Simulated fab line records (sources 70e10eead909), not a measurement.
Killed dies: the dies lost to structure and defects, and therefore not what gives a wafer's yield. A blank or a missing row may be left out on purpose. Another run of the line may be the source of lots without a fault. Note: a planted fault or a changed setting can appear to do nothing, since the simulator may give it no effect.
Matching of chambers || flow nand-harc || NHARC_P_ZERO_WELL_DESCUM_39 on rie-diel-04: 4 sister chambers
The step chemistry O2, time 3 s. 20 wafers are shown with their chamber, then 10 later ones without.

== WAFERS, EACH WITH ITS CHAMBER ==
{"wafer": "L074.1", "chamber": 0, "showerhead-plenum-p-Torr (Torr)": 1.81, "rf-vpp-V (V)": 56.6, "throttle-valve-pct (%)": 11.313}
{"wafer": "L074.3", "chamber": 1, "showerhead-plenum-p-Torr (Torr)": 1.79, "rf-vpp-V (V)": 55.7, "throttle-valve-pct (%)": 11.306}
{"wafer": "L074.6", "chamber": 1, "showerhead-plenum-p-Torr (Torr)": 1.79, "rf-vpp-V (V)": 57.6, "throttle-valve-pct (%)": 11.305}
{"wafer": "L075.3", "chamber": 3, "showerhead-plenum-p-Torr (Torr)": 1.93, "rf-vpp-V (V)": 57.7, "throttle-valve-pct (%)": 11.315}
{"wafer": "L075.5", "chamber": 1, "showerhead-plenum-p-Torr (Torr)": 1.79, "rf-vpp-V (V)": 58.0, "throttle-valve-pct (%)": 11.297}
{"wafer": "L075.6", "chamber": 0, "showerhead-plenum-p-Torr (Torr)": 1.81, "rf-vpp-V (V)": 56.8, "throttle-valve-pct (%)": 11.298}
{"wafer": "L077.3", "chamber": 2, "showerhead-plenum-p-Torr (Torr)": 1.95, "rf-vpp-V (V)": 57.6, "throttle-valve-pct (%)": 11.308}
{"wafer": "L077.4", "chamber": 0, "showerhead-plenum-p-Torr (Torr)": 1.81, "rf-vpp-V (V)": 55.2, "throttle-valve-pct (%)": 11.304}
{"wafer": "L077.5", "chamber": 2, "showerhead-plenum-p-Torr (Torr)": 1.95, "rf-vpp-V (V)": 57.5, "throttle-valve-pct (%)": 11.300}
{"wafer": "L079.1", "chamber": 0, "showerhead-plenum-p-Torr (Torr)": 1.81, "rf-vpp-V (V)": 57.3, "throttle-valve-pct (%)": 11.314}
{"wafer": "L079.2", "chamber": 2, "showerhead-plenum-p-Torr (Torr)": 1.95, "rf-vpp-V (V)": 58.9, "throttle-valve-pct (%)": 11.315}
{"wafer": "L079.6", "chamber": 0, "showerhead-plenum-p-Torr (Torr)": 1.81, "rf-vpp-V (V)": 58.1, "throttle-valve-pct (%)": 11.313}
{"wafer": "L081.1", "chamber": 3, "showerhead-plenum-p-Torr (Torr)": 1.93, "rf-vpp-V (V)": 58.4, "throttle-valve-pct (%)": 11.303}
{"wafer": "L081.4", "chamber": 0, "showerhead-plenum-p-Torr (Torr)": 1.80, "rf-vpp-V (V)": 57.0, "throttle-valve-pct (%)": 11.309}
{"wafer": "L081.6", "chamber": 2, "showerhead-plenum-p-Torr (Torr)": 1.95, "rf-vpp-V (V)": 57.8, "throttle-valve-pct (%)": 11.316}
{"wafer": "L083.2", "chamber": 2, "showerhead-plenum-p-Torr (Torr)": 1.94, "rf-vpp-V (V)": 56.7, "throttle-valve-pct (%)": 11.324}
{"wafer": "L083.4", "chamber": 0, "showerhead-plenum-p-Torr (Torr)": 1.80, "rf-vpp-V (V)": 57.0, "throttle-valve-pct (%)": 11.300}
{"wafer": "L083.6", "chamber": 1, "showerhead-plenum-p-Torr (Torr)": 1.79, "rf-vpp-V (V)": 56.2, "throttle-valve-pct (%)": 11.302}
{"wafer": "L086.2", "chamber": 2, "showerhead-plenum-p-Torr (Torr)": 1.94, "rf-vpp-V (V)": 56.3, "throttle-valve-pct (%)": 11.322}
{"wafer": "L086.3", "chamber": 0, "showerhead-plenum-p-Torr (Torr)": 1.80, "rf-vpp-V (V)": 56.4, "throttle-valve-pct (%)": 11.316}

SIGNATURES (averages over the wafers above)
{"reading": "showerhead-plenum-p-Torr", "chamber 0": 1.8063, "chamber 1": 1.7900, "chamber 2": 1.9467, "chamber 3": 1.9300, "scatter within a chamber": 0.00448}
{"reading": "rf-vpp-V", "chamber 0": 56.800, "chamber 1": 56.875, "chamber 2": 57.467, "chamber 3": 58.050, "scatter within a chamber": 0.894}
{"reading": "throttle-valve-pct", "chamber 0": 11.30837, "chamber 1": 11.30250, "chamber 2": 11.31417, "chamber 3": 11.30900, "scatter within a chamber": 0.0073}
Rule: for a wafer and a chamber, the distance is found by dividing, reading by reading, the gap between the wafer's reading and the chamber's mean by the reading's scatter, squaring, summing and taking the root. If the next closest chamber is less than 2 further off than the closest, the wafer can't be placed; otherwise it belongs to the closest. The scatter: take each reading less its chamber's mean, square it, sum over the shown wafers, divide by the number of wafers less the number of chambers, and take the root.

== WAFERS WITH NO CHAMBER GIVEN ==
{"wafer": "L086.4", "showerhead-plenum-p-Torr (Torr)": 1.92, "rf-vpp-V (V)": 57.5, "throttle-valve-pct (%)": 11.303}
{"wafer": "L093.1", "showerhead-plenum-p-Torr (Torr)": 1.91, "rf-vpp-V (V)": 58.3, "throttle-valve-pct (%)": 11.300}
{"wafer": "L093.2", "showerhead-plenum-p-Torr (Torr)": 1.79, "rf-vpp-V (V)": 57.3, "throttle-valve-pct (%)": 11.315}
{"wafer": "L093.3", "showerhead-plenum-p-Torr (Torr)": 1.78, "rf-vpp-V (V)": 56.9, "throttle-valve-pct (%)": 11.313}
{"wafer": "L094.2", "showerhead-plenum-p-Torr (Torr)": 1.78, "rf-vpp-V (V)": 56.5, "throttle-valve-pct (%)": 11.310}
{"wafer": "L094.3", "showerhead-plenum-p-Torr (Torr)": 1.93, "rf-vpp-V (V)": 57.7, "throttle-valve-pct (%)": 11.311}
{"wafer": "L094.5", "showerhead-plenum-p-Torr (Torr)": 1.79, "rf-vpp-V (V)": 58.3, "throttle-valve-pct (%)": 11.300}
{"wafer": "L097.3", "showerhead-plenum-p-Torr (Torr)": 1.91, "rf-vpp-V (V)": 57.0, "throttle-valve-pct (%)": 11.317}
{"wafer": "L097.5", "showerhead-plenum-p-Torr (Torr)": 1.77, "rf-vpp-V (V)": 57.1, "throttle-valve-pct (%)": 11.315}
{"wafer": "L097.6", "showerhead-plenum-p-Torr (Torr)": 1.93, "rf-vpp-V (V)": 58.6, "throttle-valve-pct (%)": 11.304}

== EACH ONE'S CHAMBER ==
{"wafer": "L086.4", "from the rows above": 3, "in truth": 3}
{"wafer": "L093.1", "from the rows above": 3, "in truth": 3}
{"wafer": "L093.2", "from the rows above": 1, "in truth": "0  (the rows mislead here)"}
{"wafer": "L093.3", "from the rows above": 1, "in truth": 1}
{"wafer": "L094.2", "from the rows above": 1, "in truth": 1}
{"wafer": "L094.3", "from the rows above": 3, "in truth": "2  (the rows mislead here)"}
{"wafer": "L094.5", "from the rows above": 1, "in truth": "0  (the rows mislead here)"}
{"wafer": "L097.3", "from the rows above": 3, "in truth": 3}
{"wafer": "L097.5", "from the rows above": 1, "in truth": 1}
{"wafer": "L097.6", "from the rows above": 3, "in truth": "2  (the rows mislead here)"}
Correct placement for 6 of the 10. Number that these rows cannot place: 0. Number placed wrongly: 4.
